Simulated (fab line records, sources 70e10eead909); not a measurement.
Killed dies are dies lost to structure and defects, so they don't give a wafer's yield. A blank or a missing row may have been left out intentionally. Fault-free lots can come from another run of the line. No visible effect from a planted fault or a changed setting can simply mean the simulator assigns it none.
Matching of chambers | flow nand harc | NHARC_P_CONTACT_CMP_24 on cmp-02: 4 sister chambers
The step polishes, t overpolish 30 s, target thk 200 nm. 8 wafers are shown with their chamber, then 8 later ones without.

## WAFERS WITH THEIR CHAMBER
wafer  | chamber | motor current A (A) | edge zone pressure frac
L083.6 | 3       | 11.1                | 1.000
L085.2 | 3       | 10.4                | 0.997
L085.4 | 0       | 12.7                | 1.001
L085.6 | 1       | 11.9                | 0.998
L089.3 | 0       | 12.7                | 0.994
L089.4 | 1       | 11.9                | 0.996
L089.6 | 2       | 12.4                | 1.008
L092.1 | 2       | 12.0                | 0.996

## WAFERS WITHOUT THEIR CHAMBER
wafer  | motor current A (A) | edge zone pressure frac
L092.5 | 10.5                | 1.003
L092.6 | 12.1                | 1.003
L094.2 | 12.0                | 0.996
L094.3 | 12.4                | 0.993
L094.6 | 12.2                | 0.997
L096.3 | 12.7                | 1.008
L096.4 | 11.0                | 0.995
L096.6 | 11.5                | 0.996

## CHAMBER TAKEN BY EACH
wafer  | from the rows above          | in truth
L092.5 | 3                            | 3
L092.6 | can't be placed: 2 or 1 or 0 | 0
L094.2 | can't be placed: 1 or 2      | 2
L094.3 | can't be placed: 0 or 2 or 1 | 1
L094.6 | can't be placed: 2 or 1 or 0 | 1
L096.3 | can't be placed: 0 or 2 or 1 | 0
L096.4 | 3                            | 3
L096.6 | can't be placed: 1 or 3 or 2 | 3
Correct placement for 2 of the 8. Not placeable from these rows: 6 (in 6, the candidates include the true chamber). Placed wrongly: 0.
How it was worked out, from the rows above alone: a wafer's distance from a chamber is the root of the sum, over the readings, of the square of ((its reading less the chamber's mean) divided by the reading's scatter). The wafer belongs to the nearest chamber; if the next one is less than 2 further off, it can't be placed. Each chamber's mean is taken over the wafers shown for it. How the scatter is found: for the shown wafers, subtract from each reading the mean of its chamber, square and add these, divide the total by (wafers less chambers), then take the root.
